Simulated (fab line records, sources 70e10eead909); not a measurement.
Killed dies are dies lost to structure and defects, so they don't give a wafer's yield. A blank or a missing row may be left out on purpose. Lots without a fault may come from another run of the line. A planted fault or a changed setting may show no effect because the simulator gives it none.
fab line records | flow nand_harc
record lots=5 wafers=13 last_day=24
route steps=1159 shown A_CONTACT@938 A_BLC@964 END@1159
lots that met no fault: from a run of the same line without faults
start_h: hours from the record's first day to the start of the lot's first wafer shown | wait_h: hours since the lot's step before | " the same as in the row above | L1.1+2: a row that stands for several wafers | - no value, or no start given | * or withheld: withheld | < > ~ a bound
route shown NAME@n: a module of which the file shows steps, and the number in the route of the first | usual: mean/standard deviation of fault-free wafers | same: alike in all rows | chamber/n: place in a boat | sites: the reading at each site | _std_site: their standard deviation | _edge_site: outer sites' mean less inner sites' | radius_mm: how far each site lies from the wafer's centre | mask NAME#n: copy n | behind: the tool/chamber that last shaped the wafer | hold: why the lot was held/for how many hours/how that ended | device: the transistor (n, p or np) that didn't switch | end of line: the same wafers' tests at the end of the route | a step without rows: its recipe alone | killed: dies lost to structure and defects at the first sort, not the wafer's yield | map: a wafer's dies, x killed, . not, _ none there
set.NAME: the setting as run; set.NAME@STEP: as run at that earlier step | model.NAME: the simulator's own value behind a step, which no gauge read
lots at some steps of the route; a table a step, a row a wafer
services: from which hour (start_h, from the record's first day; less than 0 if before it) a tool's chamber was out of use, for how many hours, and why
## steps
# step NHARC_A_CONTACT_DESCUM_13
# recipe time_s=3 o2_flow_sccm=200 ar_flow_sccm=0 bias_power_w=0 chemistry=O2
# usual drypump_motor_current_A=5.6/0.47 mfc_ar_sccm=0.008/0.012 oes_product_au=0.998/0.0085 rf_vpp_V=57.8/0.98 showerhead_plenum_p_Torr=1.92/0.094 throttle_valve_pct=11.313/0.0096
# columns lot.wafer tool chamber start_h wait_h drypump_motor_current_A mfc_ar_sccm oes_product_au rf_hours_counter_h rf_vpp_V showerhead_plenum_p_Torr throttle_valve_pct
L897.4 rie_diel-09 2 387.10 0.1 5.6 0.044 1.003 50 60.1 1.96 11.316
L897.3 " 1 " " 5.0 0.018 1.004 47 56.5 1.78 11.306
L897.5 " 2 " " 5.6 0.044 1.002 - 59.1 1.96 11.320
L903.3 rie_diel-09 3 426.92 0.1 5.6 0.003 1.011 67 58.6 2.00 11.310
L903.2 " 0 " " 6.3 0 1.002 63 57.7 1.95 11.320
L903.6 " 3 " " 5.6 0.003 1.020 - 56.3 2.00 11.301
L905.2 rie_diel-03 1 452.11 0.1 4.7 0.011 1.006 24 58.0 1.98 11.303
L905.3 " 2 " " 5.2 0.004 1.000 18 57.1 2.03 11.316
L905.5 " 2 " " 5.2 0.004 1.000 - 58.5 2.03 11.315
L909.4 rie_diel-09 3 465.22 0.1 5.6 0.003 1.010 10 58.2 1.99 11.327
L920.4 rie_diel-01 2 529.51 0.1 5.6 0 0.989 6 57.6 1.86 11.314
L920.3 " 1 " " 6.0 0 0.991 7 59.2 1.80 11.320
L920.6 " 2 " " 5.6 0 0.989 - 57.0 1.86 11.313
# step NHARC_A_CONTACT_ETCH_88
# recipe target_depth_a=390 over_etch_frac=0.3 time_s=65 ion_energy_ev=80 cf4_flow_sccm=150 ar_flow_sccm=0 rf_w=300 bias_w=100 chemistry=CF4
# usual drypump_motor_current_A=5.6/0.46 mfc_ar_sccm=0.008/0.013 oes_product_au=0.997/0.009 rf_vpp_V=151.3/1.3 showerhead_plenum_p_Torr=1.77/0.081 throttle_valve_pct=13.284/0.0086
# columns lot.wafer tool chamber start_h wait_h drypump_motor_current_A mfc_ar_sccm oes_product_au rf_hours_counter_h rf_vpp_V showerhead_plenum_p_Torr throttle_valve_pct
L897.4 rie_diel-09 3 387.19 0.1 5.6 0.003 0.989 52 150.4 1.84 13.282
L897.3 " 0 " " 6.4 0 0.994 48 152.6 1.80 13.270
L897.5 " 2 " " 5.6 0.044 0.995 - 152.1 1.81 13.300
L903.3 rie_diel-09 2 427.10 0.2 5.6 0.044 1.000 64 153.0 1.81 13.289
L903.2 " 3 " " 5.6 0.003 1.006 67 151.6 1.84 13.285
L903.6 " 1 " " 5.0 0.018 1.013 - 149.6 1.65 13.272
L905.2 rie_diel-03 1 452.20 0.1 4.7 0.011 1.004 24 150.9 1.83 13.281
L905.3 " 2 " " 5.2 0.004 0.994 18 152.4 1.87 13.272
L905.5 " 1 " " 4.7 0.011 1.007 - 152.4 1.83 13.280
L909.4 rie_diel-09 0 465.36 0.1 6.4 0 0.996 10 151.1 1.79 13.276
L920.3 rie_diel-01 3 529.60 0.1 6.2 0 0.988 7 150.2 1.74 13.276
L920.4 " 2 " " 5.6 0 0.997 6 150.7 1.72 13.278
L920.6 " 0 " " 5.7 0.016 0.999 - 153.6 1.90 13.275
# step NHARC_A_CONTACT_ETCH_89
# recipe target_depth_a=2600 over_etch_frac=0.3 time_s=475.3 ion_energy_ev=200 n2_flow_sccm=150 h2_flow_sccm=150 ar_flow_sccm=0 rf_w=400 bias_w=150 chemistry=N2/H2
# step NHARC_A_CONTACT_ETCH_30
# recipe target_depth_a=605 time_s=30.2 cf4_flow_sccm=100 chf3_flow_sccm=30 ar_flow_sccm=0 rf_w=500 bias_w=200 chemistry=CF4/CHF3
# step NHARC_A_CONTACT_ETCH_31
# recipe target_depth_a=20000 over_etch_frac=0.3 time_s=520 ion_energy_ev=150 o2_flow_sccm=400 cos_flow_sccm=20 ar_flow_sccm=0 rf_w=500 bias_w=300 chemistry=O2/COS
# step NHARC_A_CONTACT_ETCH_134
# recipe source_w=withheld pressure_mtorr=20 bias_v=withheld time_s=140 target_depth_a=7000 ar_flow_sccm=withheld c4f8_flow_sccm=withheld o2_flow_sccm=withheld chemistry=C4F8/O2/Ar
# columns lot.wafer tool chamber start_h wait_h rf_hours_counter_h
L897.4 har_cap_etch-01 0 388.19 - -
L897.3 " 1 " " -
L897.5 " 0 " " -
L903.2 har_cap_etch-02 1 428.12 - 19
L903.3 " 0 " " -
L903.6 " 1 " " -
L905.2 har_cap_etch-02 0 453.14 - 25
L905.3 " 0 " " -
L905.5 " 1 " " -
L909.4 har_cap_etch-02 1 467.17 - -
L920.3 har_cap_etch-02 0 530.59 - -
L920.4 " 1 " " -
L920.6 " 1 " " -
# step NHARC_A_CONTACT_ETCH_135
# recipe source_w=withheld pressure_mtorr=20 bias_v=3000 time_s=132 target_depth_a=12870 ar_flow_sccm=withheld c4f8_flow_sccm=withheld o2_flow_sccm=withheld chemistry=C4F8/O2/Ar
# step NHARC_A_CONTACT_ETCH_136
# recipe source_w=withheld pressure_mtorr=20 bias_v=3000 time_s=132 target_depth_a=12870 ar_flow_sccm=withheld c4f8_flow_sccm=withheld o2_flow_sccm=withheld chemistry=C4F8/O2/Ar
# step NHARC_A_CONTACT_ETCH_137
# recipe source_w=withheld pressure_mtorr=20 bias_v=3000 time_s=132 target_depth_a=12870 ar_flow_sccm=withheld c4f8_flow_sccm=withheld o2_flow_sccm=withheld chemistry=C4F8/O2/Ar
# step NHARC_A_CONTACT_ETCH_138
# recipe source_w=withheld pressure_mtorr=20 bias_v=3000 time_s=132 target_depth_a=12890 ar_flow_sccm=withheld c4f8_flow_sccm=withheld o2_flow_sccm=withheld chemistry=C4F8/O2/Ar
# columns lot.wafer tool chamber start_h wait_h rf_hours_counter_h
L897.4 har_cap_etch-01 0 388.73 0.1 -
L897.3 " 1 " " -
L897.5 " 0 " " -
L903.2 har_cap_etch-02 1 428.68 0.1 20
L903.3 " 0 " " -
L903.6 " 1 " " -
L905.2 har_cap_etch-02 0 453.71 0.1 26
L905.3 " 0 " " -
L905.5 " 1 " " -
L909.4 har_cap_etch-02 1 467.71 0.1 -
L920.3 har_cap_etch-02 0 531.13 0.1 -
L920.4 " 1 " " -
L920.6 " 1 " " -
# step NHARC_A_CONTACT_ETCH_139
# recipe source_w=withheld pressure_mtorr=20 bias_v=400 time_s=137 target_depth_a=5900 ar_flow_sccm=withheld c4f8_flow_sccm=11.5 o2_flow_sccm=7.2 chemistry=C4F8/O2/Ar
# step NHARC_A_CONTACT_ETCH_92
# recipe target_depth_a=400 over_etch_frac=0.5 time_s=85.7 ion_energy_ev=120 ch3f_flow_sccm=50 o2_flow_sccm=30 ar_flow_sccm=200 rf_w=500 bias_w=100 chemistry=CH3F/O2
# step NHARC_A_CONTACT_ETCH_98
# recipe target_depth_a=200 over_etch_frac=0.5 time_s=10 ion_energy_ev=250 c4f6_flow_sccm=25 o2_flow_sccm=20 ar_flow_sccm=500 rf_w=600 bias_w=500 chemistry=C4F6/O2
# usual drypump_motor_current_A=5.7/0.43 mfc_ar_sccm=500.1/1.6 oes_product_au=0.958/0.022 rf_vpp_V=547/3.7 showerhead_plenum_p_Torr=3.92/0.18 throttle_valve_pct=26.902/0.0098
# columns lot.wafer tool chamber start_h wait_h drypump_motor_current_A mfc_ar_sccm oes_product_au rf_hours_counter_h rf_vpp_V showerhead_plenum_p_Torr throttle_valve_pct
L897.3 rie_diel-01 1 389.40 0.1 6.0 500.0 0.934 12 543 3.73 26.898
L897.4 " 0 " " 5.7 501.8 0.936 - 551 4.22 26.891
L897.5 " 1 " " 6.1 501.4 0.930 - 544 3.73 26.910
L903.3 rie_diel-01 1 429.38 0.2 6.1 500.2 0.941 20 542 3.73 26.915
L903.2 " 2 " " 5.7 499.9 0.947 15 545 3.84 26.896
L903.6 " 3 " " 6.2 498.5 0.952 - 545 3.86 26.903
L905.3 rie_diel-01 2 454.37 - 5.6 497.3 0.936 21 544 3.83 26.910
L905.2 " 1 " " 6.1 500.8 0.932 27 543 3.72 26.901
L905.5 " 2 " " 5.6 499.3 0.929 - 544 3.83 26.902
L909.4 rie_diel-01 3 468.34 - 6.2 501.0 0.945 32 546 3.86 26.912
L920.3 rie_diel-09 0 531.75 - 6.4 500.8 0.958 40 549 3.96 26.901
L920.4 " 3 " " 5.6 500.9 0.969 35 549 4.05 26.902
L920.6 " 0 " " 6.4 500.9 0.970 - 548 3.96 26.886
# step NHARC_A_CONTACT_CD_MEAS_15
# usual cd_nm=89.8/0.55
# columns lot.wafer tool chamber start_h wait_h cd_nm
L897.3 cd_sem-01 - 389.49 - 89.0
L897.4 " - " " 89.3
L897.5 " - " " 88.6
L903.2 cd_sem-01 - 429.45 - 90.1
L903.3 " - " " 90.3
L903.6 " - " " 89.6
L905.2 cd_sem-01 - 454.45 - 89.1
L905.3 " - " " 89.7
L905.5 " - " " 89.4
L909.4 cd_sem-01 - 468.43 - 89.7
L920.3 cd_sem-03 - 531.84 - 90.3
L920.4 " - " " 90.2
L920.6 " - " " 90.5
# step NHARC_A_CONTACT_STRIP_107
# recipe n2_flow_sccm=150 h2_flow_sccm=150 ar_flow_sccm=0 bias_w=0 chemistry=N2/H2
# step NHARC_A_CONTACT_STRIP_108
# recipe cf4_flow_sccm=100 chf3_flow_sccm=30 ar_flow_sccm=0 bias_w=0 chemistry=CF4/CHF3
# step NHARC_A_CONTACT_STRIP_109
# recipe o2_flow_sccm=400 cos_flow_sccm=20 ar_flow_sccm=0 bias_w=0 chemistry=O2/COS
# step NHARC_A_CONTACT_ETCH_110
# recipe target_depth_a=500 overetch_a=50 time_s=27.5 ion_energy_ev=100 cf4_flow_sccm=80 o2_flow_sccm=20 ar_flow_sccm=0 rf_w=300 bias_w=100 chemistry=CF4/O2
# step NHARC_A_CONTACT_STRIP_26
# recipe o2_flow_sccm=500 ar_flow_sccm=0 bias_w=0 chemistry=O2
# step NHARC_A_CONTACT_STRIP_27
# recipe time_s=600 temp_c=30 chemistry=post_etch_residue_remover
# step NHARC_A_CONTACT_ALD_18
# recipe target_thk_a=30 pulse_time_s=1 ald_cycles=150 temp_c=450 material=TiN
# step NHARC_A_CONTACT_CVD_19
# recipe target_thk_a=3000 temp_c=300 pressure_torr=40 wf6_flow_sccm=40 h2_flow_sccm=1600 ar_flow_sccm=1560 time_s=802 material=W
# step NHARC_A_CONTACT_CMP_20
# recipe t_overpolish_s=30 target_thk_nm=300
# usual motor_current_A=12.1/1 overpolish_run_s=30.000/0.0091 time_to_endpoint_s=58/3.2
# columns lot.wafer tool chamber start_h wait_h motor_current_A overpolish_run_s time_to_endpoint_s
L897.3 cmp-02 2 397.07 0.6 11.8 30.011 60
L897.4 " 3 " " 12.5 30.008 57
L897.5 " 0 " " 12.5 30.011 59
L903.3 cmp-02 1 431.81 0.4 12.4 30.001 57
L903.2 " 2 " " 11.7 30.013 57
L903.6 " 2 " " 11.5 30.009 58
L905.2 cmp-01 0 460.46 0.7 12.1 29.998 58
L905.3 " 1 " " 14.7 29.991 59
L905.5 " 3 " " 12.8 29.988 60
L909.4 cmp-02 0 473.65 0.6 11.5 29.992 55
L920.4 cmp-02 3 534.43 0.4 12.5 30.005 55
L920.3 " 2 " " 11.6 30.015 63
L920.6 " 0 " " 12.4 30.004 62
# step NHARC_A_CONTACT_SRD_22
# step NHARC_A_BLC_DEHYDRATE_00
# recipe temp_c=150 time_s=120
# step NHARC_A_BLC_HMDS_01
# recipe time_s=30
# step NHARC_A_BLC_COAT_02
# recipe temp_c=260 time_s=75
# step NHARC_A_BLC_COAT_03
# recipe temp_c=225 time_s=65
# step NHARC_A_BLC_COAT_04
# recipe spin_rpm=1500 resist_thk_nm=90
# step NHARC_A_BLC_SOFTBAKE_05
# recipe temp_c=105 time_s=55
# step NHARC_A_BLC_EBR_06
# step NHARC_A_BLC_EXPOSE_07
# recipe na=1.35 target_cd_nm=100 dose_mj=67.97 mask_id=A_BLC
# step NHARC_A_BLC_PEB_08
# recipe peb_temp_c=100 peb_time_s=65
# step NHARC_A_BLC_DEVELOP_09
# recipe develop_time_s=35 dev_temp_c=23
# step NHARC_A_BLC_CD_MEAS_10
# recipe target_cd_nm=100 landing_energy_ev=500
# usual cd_nm=100.2/0.59
# columns lot.wafer tool chamber start_h wait_h cd_nm
L897.3 cd_sem-02 0 397.93 - 100.1
L897.4 " 0 " " 99.3
L897.5 " 0 " " 99.5
L903.2 cd_sem-01 0 432.72 - 99.5
L903.3 " 0 " " 100.4
L903.6 " 0 " " 99.8
L905.2 cd_sem-01 0 461.33 - 101.4
L905.3 " 0 " " 100.8
L905.5 " 0 " " 100.5
L909.4 cd_sem-02 0 474.50 - 100.0
L920.3 cd_sem-02 0 535.36 - 100.4
L920.4 " 0 " " 101.3
L920.6 " 0 " " 100.9
# step NHARC_A_BLC_OVL_MEAS_11
# usual overlay_x_nm=0.0/0.79 overlay_y_nm=-0.1/0.68
# columns lot.wafer tool chamber start_h wait_h overlay_x_nm overlay_y_nm
L897.3 overlay-02 - 398.01 - -0.4 -0.1
L897.4 " - " " -0.8 0.3
L897.5 " - " " -0.3 -0.1
L903.2 overlay-01 - 432.81 - -1.9 0.1
L903.3 " - " " -1.8 -0.5
L903.6 " - " " -1.0 0.0
L905.2 overlay-02 - 461.41 - 1.2 -0.3
L905.3 " - " " 2.1 -0.3
L905.5 " - " " 1.5 -1.1
L909.4 overlay-02 - 474.58 - 0.6 -0.1
L920.3 overlay-01 - 535.45 - 0.4 0.2
L920.4 " - " " 0.9 0.5
L920.6 " - " " 0.3 0.1
# step NHARC_A_BLC_DESCUM_15
# recipe time_s=3 o2_flow_sccm=200 ar_flow_sccm=0 bias_power_w=0 chemistry=O2
# usual drypump_motor_current_A=5.7/0.32 mfc_ar_sccm=0.012/0.015 oes_product_au=1.000/0.0097 rf_vpp_V=57.6/0.88 showerhead_plenum_p_Torr=1.89/0.078 throttle_valve_pct=11.310/0.0094
# columns lot.wafer tool chamber start_h wait_h hold drypump_motor_current_A mfc_ar_sccm oes_product_au rf_hours_counter_h rf_vpp_V showerhead_plenum_p_Torr throttle_valve_pct
L897.3 rie_diel-08 0 398.13 0.1 - 5.7 0.001 0.998 8 57.0 1.88 11.322
L897.4 " 3 " " - 6.2 0.013 0.994 - 57.8 1.87 11.313
L897.5 " 0 " " - 5.7 0.001 1.000 - 57.2 1.88 11.328
L903.2 rie_diel-08 0 432.91 0.1 - 5.7 0.001 1.001 11 57.0 1.88 11.305
L903.3 " 2 " " - 5.2 0 0.998 9 57.2 1.98 11.310
L903.6 " 0 " " - 5.7 0.001 0.994 - 58.7 1.88 11.296
L905.2 rie_diel-04 2 461.52 0.1 - 5.7 0.010 0.999 63 57.7 1.94 11.322
L905.3 " 3 " " - 6.2 0.000 0.989 65 58.9 2.05 11.303
L905.5 " 1 " " - 5.1 0.029 1.009 - 57.9 1.80 11.304
L909.4 rie_diel-08 1 475.74 0.9 await_dispo/0.8h/release 5.7 0 1.005 15 58.6 2.04 11.309
L920.4 rie_diel-08 3 535.54 0.1 - 6.3 0.013 0.977 4 58.0 1.87 11.304
L920.3 " 2 " " - 5.2 0 1.002 4 56.9 1.98 11.315
L920.6 " 0 " " - 5.7 0.001 0.996 - 57.4 1.87 11.317
# step NHARC_A_BLC_ETCH_16
# recipe target_depth_a=390 over_etch_frac=0.3 time_s=65 ion_energy_ev=80 cf4_flow_sccm=150 ar_flow_sccm=0 rf_w=300 bias_w=100 chemistry=CF4
# step NHARC_END_SORT_01
# recipe temp_c=25
# usual killed_at_array=24/8.8 killed_at_other=0.7/0.99 killed_at_periphery=3.5/2.6 killed_dies=28/9.3 killed_open=3.2/1.7 killed_short=1.7/1.4
# same gross_dies=677
# columns lot.wafer tool chamber start_h wait_h killed_at_array killed_at_other killed_at_periphery killed_dies killed_open killed_short
L897.3 prober-02 0 449.62 3.1 16 1 1 18 1 0
L897.4 prober-02 0 450.42 3.4 24 1 0 25 3 3
L897.5 prober-02 0 451.23 3.7 21 2 4 27 7 1
L909.4 prober-01 0 528.09 3.3 86 1 2 89 3 1
L920.3 prober-02 0 580.58 3.1 22 0 8 30 2 1
L920.4 prober-02 0 581.38 3.4 26 2 6 34 2 0
L920.6 prober-02 0 582.97 4.0 18 0 10 28 3 2
# killed by level:class
L897.3 A_CHANNEL_HOLE_D1:chamber_film_flake=11 A_WL_FILL:geometric_particle:open=1 P_BONDPAD:chamber_film_flake=1 A_STAIRCASE:chamber_film_flake=1 A_SLIT:chamber_film_flake=1 A_WL_FILL:chamber_film_flake=1 A_CONTACT:chamber_film_flake=1 THIN_TSV:chamber_film_flake=1
L897.4 A_CHANNEL_HOLE_D1:chamber_film_flake=10 A_WL_FILL:chamber_film_flake=5 A_WL_FILL:geometric_particle:short=2 A_CONTACT:geometric_particle:open=2 A_SLIT:chamber_film_flake=2 A_SGD_CUT:geometric_particle:short=1 A_BLC:geometric_particle:open=1 A_STAIRCASE:chamber_film_flake=1
L897.5 A_CHANNEL_HOLE_D1:chamber_film_flake=11 A_CONTACT:geometric_particle:open=3 A_WL_FILL:chamber_film_flake=3 THIN_TSV:chamber_film_flake=2 P_M0:geometric_particle:open=1 P_M1:geometric_particle:open=1 P_M2:geometric_particle:open=1 A_CONTACT:geometric_particle:short=1
L909.4 A_CONTACT:unspecified=71 A_CHANNEL_HOLE_D1:chamber_film_flake=7 A_CHANNEL_FILL_D1:chamber_film_flake=2 A_CONTACT:geometric_particle:open=1 A_CONTACT:geometric_particle:short=1 A_BLC:geometric_particle:open=1 STARTING-WAFER:geometric_particle:open=1 P_ZERO_WELL:chamber_film_flake=1
L920.3 A_SLIT:chamber_film_flake=15 P_STI:chamber_film_flake=6 P_ZERO_WELL:chamber_film_flake=2 A_CHANNEL_HOLE_D1:chamber_film_flake=2 A_STAIRCASE:chamber_film_flake=2 A_WL_FILL:geometric_particle:short=1 A_BLC:geometric_particle:open=1 A_M0:geometric_particle:open=1
L920.4 A_SLIT:chamber_film_flake=13 A_CHANNEL_HOLE_D1:chamber_film_flake=7 P_STI:chamber_film_flake=4 A_STAIRCASE:chamber_film_flake=4 THIN_TSV:chamber_film_flake=2 P_GATE:geometric_particle:open=1 A_CHANNEL_FILL_D1:geometric_particle:open=1 P_M1:chamber_film_flake=1
L920.6 A_SLIT:chamber_film_flake=6 A_STAIRCASE:chamber_film_flake=6 P_STI:chamber_film_flake=5 A_CHANNEL_HOLE_D1:chamber_film_flake=3 P_GATE:geometric_particle:short=1 P_GATE:geometric_particle:open=1 P_M0:geometric_particle:short=1 A_SOURCE_PLATE:geometric_particle:open=1
# map L909.4 (x killed, . not)
____________.____________
_________......._________
_______xxx........_______
______x.xx.........______
_____xxxxxx........._____
____xxxxxxx..........____
____xxxxxxx..........____
___xxxxxxx............___
___xxxxxxxx....x...x..___
__.xxxxxxx.x...........__
__.xxxxxxxx...........x__
_...xxxxx.x.......x.x..._
_....xx.x..........x...._
_.x.xx.xxx.............._
_......................._
_.......x.........x....._
......................x..
.........................
.........................
.........................
.........................
_......................._
_......................._
_.....x................._
_......................._
_......................._
__...............x.....__
__.....................__
___...x...............___
___...................___
____...x.............____
____.............x...____
_____.....x........._____
______............x______
_______.........x._______
_________......._________
____________.____________
# map L903.6 (x killed, . not)
____________.____________
_________......._________
_______..........._______
______.............______
_____x.............._____
____x.xx.........x...____
____.x...............____
___.x...........x.....___
___x..xx..............___
__.....................__
__.................x...__
_......................._
_....x.................._
_......................._
_......................._
_......................._
.........................
.x.......................
.........................
.........................
.........................
_......................._
_......................._
_......................._
_......................._
_......................._
__.....................__
__......x..............__
___...................___
___.............x.....___
____....x......x.....____
____........x..x.....____
_____........x.xx..._____
______.......x.x...______
_______........x.._______
_________...x.x._________
____________.____________
## services
# columns tool chamber start_h hours kind
rie_diel-09 0 371.94 1.3 repair
cmp-01 - 375.50 4.0 pm
rie_diel-04 0 377.78 7.9 repair
rie_diel-01 2 381.19 32.8 repair
rie_diel-01 1 383.76 2.5 repair
rie_diel-09 0 387.03 - clean
rie_diel-03 - 392.34 9.0 pm
rie_diel-08 2 395.83 6.4 repair
cmp-01 - 408.23 0.9 repair
rie_diel-03 2 408.24 2.8 repair
rie_diel-08 2 415.80 8.3 repair
cmp-02 - 422.50 4.0 pm
cmp-01 - 429.98 2.0 repair
rie_diel-09 - 432.52 9.0 pm
rie_diel-01 - 465.79 1.9 repair
rie_diel-04 - 466.15 9.0 pm
cmp-01 - 473.50 4.0 pm
rie_diel-08 - 478.81 9.0 pm
rie_diel-01 - 491.84 9.0 pm
rie_diel-03 2 513.89 7.6 repair
rie_diel-09 3 514.81 12.1 repair
rie_diel-01 - 515.86 0.1 repair
cmp-02 - 520.53 4.0 pm
rie_diel-04 2 522.31 5.4 repair
## key
first_sign step=NHARC_END_SORT_01 reading=killed_at_array direction=up sigmas=7 usual=24 struck=86
effect step=NHARC_END_SORT_01 reading=killed_dies direction=up sigmas=6.5 usual=28 struck=89
more_kills_born_at NHARC_A_CONTACT_ETCH_98@rie_diel-01=71
met_at NHARC_A_CONTACT_ETCH_98
struck_wafers L909.4
tester_left_out L909
onset_between 429.38 468.34
also_fits NHARC_A_CONTACT_DESCUM_13:rie_diel-09,NHARC_A_CONTACT_ETCH_88:rie_diel-09
fault kind=chamber_particle_source tool=rie_diel-01 chamber=3 onset_h=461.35 steps=NHARC_A_CONTACT_ETCH_98 rate_per_visit_cm2=0.86405 end_h=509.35
# tester_left_out: of these lots the tester's yield and bins aren't shown, on N5 and GAA mostly nor the transistor test; their killed dies are dies lost to structure and defects alone, not to doping, threshold or leakage, so they don't give the yield
